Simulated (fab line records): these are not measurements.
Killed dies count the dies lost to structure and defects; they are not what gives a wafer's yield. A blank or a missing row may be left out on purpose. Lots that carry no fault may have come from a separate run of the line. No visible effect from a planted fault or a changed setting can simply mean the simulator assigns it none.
Matching of chambers    flow n5Finfet    aldMetal-02 running N5_BEOL_M2_ALD_84: 4 sister chambers
The step deposits TaN, pulse time 2 s, purge time 3 s, co reactant purge time 2 s. 8 wafers are shown with their chamber, then 8 later ones without.

== WAFERS WITH THEIR CHAMBER ==
wafer   chamber  heaterPowerW (W)
L076.6  0        402
L080.3  0        403
L081.5  3        373
L081.6  1        389
L088.2  3        376
L088.4  2        455
L088.5  1        387
L089.4  2        454

== WAFERS WITH NO CHAMBER GIVEN ==
wafer   heaterPowerW (W)
L089.5  448
L089.6  392
L093.2  387
L093.3  410
L093.5  361
L092.2  394
L092.3  466
L092.6  396

== THE CHAMBER EACH PASSED THROUGH ==
wafer   from the rows above      in truth
L089.5  2                        2
L089.6  1                        1
L093.2  1                        1
L093.3  0                        0
L093.5  3                        3
L092.2  can't be placed: 1 or 0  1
L092.3  2                        2
L092.6  can't be placed: 0 or 1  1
6 of 8 placed correctly. Not placeable from these rows: 2 (in 2, the candidates include the true chamber). Wrongly placed: 0.
How it was worked out, from the rows above alone: a wafer's distance from a chamber is the root of the sum, over the readings, of the square of ((its reading less the chamber's mean) divided by the reading's scatter). The wafer belongs to the nearest chamber; if the next one is less than 2 further off, it can't be placed. A chamber's mean is the mean of its shown wafers. The scatter is the square root of a quotient: the sum, over the shown wafers, of each reading's squared deviation from its chamber's mean, divided by wafers minus chambers.
